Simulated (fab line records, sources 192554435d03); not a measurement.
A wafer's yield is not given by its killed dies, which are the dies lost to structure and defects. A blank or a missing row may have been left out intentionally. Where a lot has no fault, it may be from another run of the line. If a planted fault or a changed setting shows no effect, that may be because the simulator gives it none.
Chamber matching || flow n5 finfet || N5_HKMG_FIN_ALD_36 on ald metal-02: 4 sister chambers
The step deposits TiN, target thk 1 nm, pulse time 1 s, purge time 3 s. 8 wafers are shown with their chamber, then 8 later ones without.

EACH WAFER AND ITS CHAMBER
{"wafer": "L076.2", "chamber": 3, "heater power w (W)": 850, "precursor pulse height rel": 1.007}
{"wafer": "L076.6", "chamber": 3, "heater power w (W)": 864, "precursor pulse height rel": 1.029}
{"wafer": "L080.4", "chamber": 2, "heater power w (W)": 829, "precursor pulse height rel": 0.989}
{"wafer": "L080.6", "chamber": 1, "heater power w (W)": 947, "precursor pulse height rel": 1.023}
{"wafer": "L081.2", "chamber": 0, "heater power w (W)": 857, "precursor pulse height rel": 1.016}
{"wafer": "L081.3", "chamber": 2, "heater power w (W)": 817, "precursor pulse height rel": 1.030}
{"wafer": "L081.4", "chamber": 1, "heater power w (W)": 937, "precursor pulse height rel": 0.977}
{"wafer": "L087.1", "chamber": 0, "heater power w (W)": 869, "precursor pulse height rel": 1.007}

WAFERS WITH NO CHAMBER GIVEN
{"wafer": "L087.2", "heater power w (W)": 861, "precursor pulse height rel": 1.027}
{"wafer": "L087.3", "heater power w (W)": 927, "precursor pulse height rel": 0.995}
{"wafer": "L089.2", "heater power w (W)": 926, "precursor pulse height rel": 1.017}
{"wafer": "L089.5", "heater power w (W)": 857, "precursor pulse height rel": 0.988}
{"wafer": "L089.6", "heater power w (W)": 843, "precursor pulse height rel": 0.998}
{"wafer": "L093.3", "heater power w (W)": 944, "precursor pulse height rel": 1.006}
{"wafer": "L093.5", "heater power w (W)": 837, "precursor pulse height rel": 1.001}
{"wafer": "L093.6", "heater power w (W)": 838, "precursor pulse height rel": 0.986}

EACH ONE'S CHAMBER
{"wafer": "L087.2", "from the rows above": "can't be placed: 3 or 0", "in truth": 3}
{"wafer": "L087.3", "from the rows above": 1, "in truth": 1}
{"wafer": "L089.2", "from the rows above": 1, "in truth": 1}
{"wafer": "L089.5", "from the rows above": "can't be placed: 0 or 3", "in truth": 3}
{"wafer": "L089.6", "from the rows above": "can't be placed: 3 or 2 or 0", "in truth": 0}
{"wafer": "L093.3", "from the rows above": 1, "in truth": 1}
{"wafer": "L093.5", "from the rows above": "can't be placed: 2 or 3 or 0", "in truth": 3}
{"wafer": "L093.6", "from the rows above": "can't be placed: 2 or 3 or 0", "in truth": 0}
Correct placement for 3 of the 8. Not placeable from these rows: 5 (in 5, the candidates include the true chamber). 0 placed wrongly.
How it was worked out, from the rows above alone: a wafer's distance from a chamber is the root of the sum, over the readings, of the square of ((its reading less the chamber's mean) divided by the reading's scatter). If the next closest chamber is less than 2 further off than the closest, the wafer can't be placed; otherwise it belongs to the closest. The mean given for a chamber averages the wafers shown for that chamber. How the scatter is found: for the shown wafers, subtract from each reading the mean of its chamber, square and add these, divide the total by (wafers less chambers), then take the root.
